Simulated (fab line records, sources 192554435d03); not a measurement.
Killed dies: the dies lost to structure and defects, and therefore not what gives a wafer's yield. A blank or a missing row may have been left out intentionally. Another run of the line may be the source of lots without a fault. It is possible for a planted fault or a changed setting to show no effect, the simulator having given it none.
The same fault as seen by 2 desks -- flow n5Finfet -- only its own numbers are on each desk; what lay behind them is given at the end

## AT THE METROLOGY DESK
What the gauges read, lot by lot, whatever tool the lot ran on: means of the sampled wafers that have a number. A lot is out of limits, marked OUT, if its mean lies more than 4 standard deviations from the usual mean; the brackets give that distance.
Columns: A = V8_OVL at N5_BEOL_M9_OVL_MEAS_29, usual 0.3 nm
lot,first seen here,A
L347,day 14 11:40,-0.1
L351,day 14 15:29,0.9
L348,day 14 21:12,-0.5
L355,day 15 12:44,0.4
L353,day 16 09:58,0.1
L352,day 16 12:43,0.6
L354,day 16 23:37,0.1
L365,day 18 04:41,1.0
L363,day 18 04:43,-0.5
L366,day 19 09:56,0.0
Finding of this desk: none of the 10 lots has anything out of limits.

## DESK OF THE TOOL OWNER: rieDiel-02
The tool's own readings at N5_BEOL_M9_ETCH_66 (etches SOC in N2/H2, target depth 80 nm, overetch 16 nm, time 120 s): means of the sampled wafers that have a number, for each lot that ran on this tool. A lot is out of limits, marked OUT, if its mean lies more than 4 standard deviations from the usual mean; the brackets give that distance.
Columns: A = biasW at N5_BEOL_M9_ETCH_66, usual 149.9 W; B = drypumpMotorCurrentA at N5_BEOL_M9_ETCH_66, usual 5.6 A; C = oesProductAu at N5_BEOL_M9_ETCH_66, usual 0.61 a.u.; D = rfVppV at N5_BEOL_M9_ETCH_66, usual 524.4 V; E = showerheadPlenumPTorr at N5_BEOL_M9_ETCH_66, usual 2.57 Torr; F = throttleValvePct at N5_BEOL_M9_ETCH_66, usual 17.9 %
lot,first seen here,A,B,C,D,E,F
L348,day 14 21:21,150.1,5.7,0.65,525.3,2.58,17.9
L355,day 15 12:53,150.2,5.2,0.66,524.8,2.59,18.0
L354,day 16 23:52,149.9,5.2,0.65,524.8,2.59,18.0
L363,day 18 05:01,145.9 (-8.8) OUT,5.4,0.64,516.7,2.64,17.8
This desk finds L363 out of limits, L363 being first, at day 18 05:01 (biasW at N5_BEOL_M9_ETCH_66). Within limits: L348, L355, L354.

## TAKEN TOGETHER
The tool owner's desk could have raised an alarm at day 18 05:01, on L363.
From the metrology desk's view, nothing was out of limits.
The metrology desk holds a record of L363, inside its limits.
On rieDiel-02, each named lot ran N5_BEOL_M9_ETCH_66.

## WHAT THE SIMULATOR HAD PUT IN
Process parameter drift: rieDiel-02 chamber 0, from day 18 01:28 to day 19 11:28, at N5_BEOL_M9_ETCH_66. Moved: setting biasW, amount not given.
Struck lots among those shown: L363.
Time in hours from fault onset to the first out-of-limits reading at each desk: the tool owner's desk, 4.
